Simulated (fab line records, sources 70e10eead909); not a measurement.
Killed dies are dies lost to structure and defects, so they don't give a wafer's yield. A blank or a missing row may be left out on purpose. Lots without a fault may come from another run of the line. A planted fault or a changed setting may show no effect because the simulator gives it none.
Which tool did it? | flow nand_harc | 7 lots, 21 wafers sampled, at 1 step of a route of 1159

WHAT THE GAUGES READ, wafer by wafer
NHARC_P_GATE_CD_MEAS_59: target cd 720 nm.
lot  | measured     | on        | cd_nm (nm)
L829 | day 5 21:58  | cd_sem-02 | 723.1 722.4 722.4
L831 | day 6 13:55  | cd_sem-03 | 718.7 719.1 719.9
L835 | day 7 13:58  | cd_sem-02 | 720.2 720.3 722.5
L840 | day 8 12:29  | cd_sem-02 | 721.9 724.0 725.0
L843 | day 9 14:54  | cd_sem-03 | 721.0 721.7 722.6
L845 | day 9 22:03  | cd_sem-01 | 719.5 720.9 722.4
L848 | day 10 18:17 | cd_sem-03 | 720.3 720.7 719.0

WHICH TOOL RAN EACH LOT (tool, then ch and the chambers of the sampled wafers, then the start)
The record holds no process step before these readings.

THE ANSWER, worked out from the rows above alone
Rule: what is usual is taken from the lots themselves. Put in order of their means at a reading, lots are off if they are a third of the lots or fewer, leave a main group of 4 or more, and stand apart from it by a gap of 3 or more times the standard deviation of the main group's means; of several such gaps the widest counts. A main group whose means are all the same, to the digits that the tables above print for the reading, isn't used. A lot without any number at a reading at which 4 lots or more have one is off too. The other lots that the step has rows for count as sound.
No lot is off at any reading shown: from this, nothing can be told.

WHAT THE SIMULATOR HAD PUT IN
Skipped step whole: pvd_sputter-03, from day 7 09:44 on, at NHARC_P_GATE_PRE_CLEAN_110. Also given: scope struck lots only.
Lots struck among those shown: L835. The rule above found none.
